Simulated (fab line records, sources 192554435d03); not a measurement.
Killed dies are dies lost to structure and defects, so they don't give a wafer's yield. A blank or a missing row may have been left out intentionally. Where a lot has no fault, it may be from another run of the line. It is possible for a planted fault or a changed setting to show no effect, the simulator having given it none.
Chamber matching	flow n5 finfet	rie diel-04 running N5_FIN_SAQP_ETCH_67: 4 sister chambers
The step etches SiNx in CH3F/O2, target depth 30 nm. 8 wafers are shown with their chamber, then 10 later ones without.

== WAFERS WITH THEIR CHAMBER ==
wafer	chamber	drypump motor current A (A)	rf vpp V (V)
L083.2	0	6.6	312
L086.1	2	5.7	308
L086.3	3	6.2	303
L086.4	0	6.7	311
L087.1	2	5.7	308
L087.6	1	5.9	291
L090.1	3	6.2	305
L090.2	1	5.8	292

== WAFERS MISSING THEIR CHAMBER ==
wafer	drypump motor current A (A)	rf vpp V (V)
L090.5	5.6	307
L094.1	6.7	311
L094.4	5.9	290
L094.6	5.7	305
L095.1	6.2	305
L095.3	5.7	307
L095.4	6.7	310
L097.2	6.2	304
L097.5	6.2	304
L097.6	6.7	312

== WHICH CHAMBER EACH WENT THROUGH ==
wafer	from the rows above	in truth
L090.5	2	2
L094.1	0	0
L094.4	1	1
L094.6	2	2
L095.1	3	3
L095.3	2	2
L095.4	0	0
L097.2	3	3
L097.5	3	3
L097.6	0	0
10 of 10 placed correctly. From these rows, 0 cannot be placed. Number placed wrongly: 0.
How it was worked out, from the rows above alone: a wafer's distance from a chamber is the root of the sum, over the readings, of the square of ((its reading less the chamber's mean) divided by the reading's scatter). If the next closest chamber is less than 2 further off than the closest, the wafer can't be placed; otherwise it belongs to the closest. The mean given for a chamber averages the wafers shown for that chamber. The scatter: the root of (the sum of the squares of (reading less its chamber's mean) over the shown wafers, divided by (wafers less chambers)).
